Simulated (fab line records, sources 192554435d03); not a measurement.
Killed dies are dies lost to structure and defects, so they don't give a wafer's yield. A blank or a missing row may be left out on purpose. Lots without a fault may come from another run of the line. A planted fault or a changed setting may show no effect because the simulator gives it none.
Split-lot experiment | flow n5_finfet | 7 lots, 21 wafers read, on a route of 1938 steps

THE SPLIT
At N5_FIN_SAQP_ETCH_52 (etches SOC in N2/H2, target depth 100 nm, overetch 20 nm, time 150 s), the setting source_w was moved away from the recipe's 840 W on 6 of the 21 wafers read, by -13.4% to +13.6%. The other wafers ran this setting at the recipe's value.

The reading is taken at the split's own step.

THE READING
rf_vpp_V, in V, at N5_FIN_SAQP_ETCH_52 (etches SOC in N2/H2, target depth 100 nm, overetch 20 nm, time 150 s). Fault-free wafers of this fab line usually give 523.5 V, standard deviation 2.2 V.

wafer  | tool, chamber at the split | source_w as run, W | against the recipe | rf_vpp_V, V | against lot-mates on the recipe
L074.1 | rie_diel-05, 0             | 840                | recipe             | 523.0       | -
L074.3 | rie_diel-05, 3             | 943.8              | +12.4%             | 503.2       | -19.8
L074.5 | rie_diel-05, 0             | 943.8              | +12.4%             | 503.2       | -19.8
L077.3 | rie_diel-06, 0             | 727.7              | -13.4%             | 550.9       | +29.2
L077.4 | rie_diel-06, 3             | 727.7              | -13.4%             | 547.2       | +25.5
L077.6 | rie_diel-06, 3             | 840                | recipe             | 521.7       | -
L080.2 | rie_diel-06, 0             | 840                | recipe             | 525.8       | -
L080.4 | rie_diel-06, 1             | 840                | recipe             | 524.6       | -
L080.6 | rie_diel-06, 3             | 840                | recipe             | 522.0       | -
L082.1 | rie_diel-05, 2             | 840                | recipe             | 527.2       | -
L082.2 | rie_diel-05, 0             | 840                | recipe             | 523.5       | -
L082.6 | rie_diel-05, 2             | 728.2              | -13.3%             | 552.1       | +26.8
L084.2 | rie_diel-03, 2             | 840                | recipe             | 521.4       | -
L084.4 | rie_diel-03, 1             | 840                | recipe             | 525.2       | -
L084.6 | rie_diel-03, 0             | 840                | recipe             | 521.6       | -
L091.2 | rie_diel-06, 3             | 840                | recipe             | 520.1       | -
L091.3 | rie_diel-06, 1             | 954.5              | +13.6%             | 502.1       | -21.0
L091.4 | rie_diel-06, 0             | 840                | recipe             | 526.1       | -
L094.1 | rie_diel-05, 1             | 840                | recipe             | 525.8       | -
L094.2 | rie_diel-05, 0             | 840                | recipe             | 524.5       | -
L094.3 | rie_diel-05, 3             | 840                | recipe             | 522.0       | -

THE FIT
A straight line over all 21 wafers: rf_vpp_V changes by -1.81 V for each +1% of source_w; r = -0.99; the points scatter about the line by 2.3 V.
The same after taking each lot's own level away (the mean of its wafers on the recipe; 21 wafers): -1.81 V for each +1%; r = -0.99; scatter 2.2 V.
On that fit, the largest move of source_w shifts the reading by 25 V.
The lots' own levels span 521.70 to 525.35 V, that is 1.7 times the standard deviation above.
So the lot-to-lot level changes the slope little: the two slopes agree.
Check: with one of the wafers moved furthest among these (+13.6%) left out of the fit, the line predicts -24.8 V for it against its lot-mates. It came out at -21 V against them.
Tool readings at the split's step, against how far the setting was moved: rf_vpp_V r = -0.99.

OTHER SPLITS ON THESE WAFERS
These wafers also went through other splits before the reading. Each is held against what the fit with the lots' levels taken away leaves over:
other split on the same wafers        | wafers away from the commonest value | r with rf_vpp_V (lot level and that fit taken away)
N5_WELL_APT_COAT_02 spin_rpm          | 5                                    | +0.21
N5_WELL_APT_EXPOSE_05 dose_mj         | 9                                    | +0.00
N5_WELL_APT_PEB_23 peb_temp_c         | 8                                    | -0.26
N5_WELL_APT_DEVELOP_24 develop_time_s | 9                                    | +0.05

THE FILE'S OWN FIT
rf_vpp_V changes by -1.81 V for each +1% of source_w, r = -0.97.
